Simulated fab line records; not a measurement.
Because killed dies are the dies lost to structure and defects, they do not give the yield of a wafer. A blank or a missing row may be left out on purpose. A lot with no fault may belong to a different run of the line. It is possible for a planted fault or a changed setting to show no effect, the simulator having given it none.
Problem report, 8D (eight disciplines) form, completed by code	flow n5-finfet	the parts of the form that need people (team, actions taken, sign-off) are left out

== 1. WHAT WENT WRONG ==
barrier-field-endpoint-s at N5_BEOL_M2_CMP_52 reads a mean of 20.1 s on 2 wafers of 2 lots; wafers without a fault read 24.8 s with a standard deviation of 0.65. That is -7.3 standard deviations from the usual mean.
The step: polishes, stops on SiOC, t overpolish 6.8 s, target thk 40 nm.
The first sign was on wafer L782.4 at day 11 03:26, on cmp-03. The record has a number at this step for 25 wafers belonging to 9 lots. Rule for "out" (also "out of limits"): further than 4 standard deviations from the usual mean. The rest of the wafers with a number are treated as sound.

== 2. WHAT IT IS; WHAT IT IS NOT ==
question	is	is not
which readings at this step	barrier-field-endpoint-s	clearing-platen-down-force-psi, motor-current-A
which lots	L782, L785	L775, L776, L777, L778, L780, L789, L795
which wafers of those lots	L782.4, L785.5	L782.3, L785.1
read on which tools	cmp-03	cmp-01, cmp-04
when	from day 11 03:26	up to then (16 sound wafers); but 7 sound wafers of L785, L789, L795 came after

== 3. THE SUSPECTS, EACH WITH WHAT RULES IT OUT ==
Counting: any tool at a process step up to the reading remains a suspect provided it ran every lot that is out. Sound lots after the first of them don't rule it out here, since some wafers of a struck lot are sound.
- pecvd-04 at N5_BEOL_M2_PECVD_72 (deposits SiO2 from TEOS/O2, target thk 16 nm, time 18 s): kept. Every lot that is out went through it, the first being L782 (day 9 21:35); the last sound lot it ran before that was L777 (day 8 04:35).
- cmp-03 at N5_BEOL_M2_CMP_52 (polishes, stops on SiOC, t overpolish 6.8 s, target thk 40 nm): kept. It ran every lot that is out, first L782 (day 11 03:26). Out on those wafers are its own readings of barrier-field-endpoint-s.
Left after counting: pecvd-04 at N5_BEOL_M2_PECVD_72, cmp-03 at N5_BEOL_M2_CMP_52.

== 4. THE CAUSE (what the simulator had put in) ==
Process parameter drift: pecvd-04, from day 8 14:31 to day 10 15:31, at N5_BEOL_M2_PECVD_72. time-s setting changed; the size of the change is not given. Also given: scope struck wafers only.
Counting leaves 2 suspects; this tool is one of them.

== 5. THE CHAIN OF EFFECTS, in route order ==
One row per reading whose mean, taken over the struck wafers that have a number, lies over 3 standard deviations from the usual. Scope: only readings with a usual standard deviation given in the record; hours: median across lots of the time from each lot's start at the first step in this table that gives one to its start at this step; sigmas: change in usual standard deviations.
hours	step	reading	usual	on struck wafers	change	sigmas
0	N5_BEOL_M2_CMP_52	barrier-field-endpoint-s	24.8 s	20.1	-4.8	-7.3
It contains these process steps:
- N5_BEOL_M2_CMP_52: polishes, stops on SiOC, t overpolish 6.8 s, target thk 40 nm.
Readings that are blank on the struck wafers while sound wafers have them: rf-fwd-power-W at N5_BEOL_M2_PECVD_72; susceptor-temp-C at N5_BEOL_M2_PECVD_72.
At these later measuring or inspecting steps, every struck wafer for which the step has a row has a number for every such reading, and none has moved that far: N5_BEOL_M2_RS_MEAS_58, N5_BEOL_M4_RC_MEAS_101.

== 6. HOW IT WOULD HAVE BEEN CAUGHT EARLIER ==
61 hours passed between the start of the fault at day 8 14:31 and the first reading out of limits in this record, taken at day 11 03:26.
By day 11 03:26 the whole set of lots that are out, 2 in number, had already begun N5_BEOL_M2_PECVD_72 on pecvd-04. Tool hold at that time: it would have spared none of them.
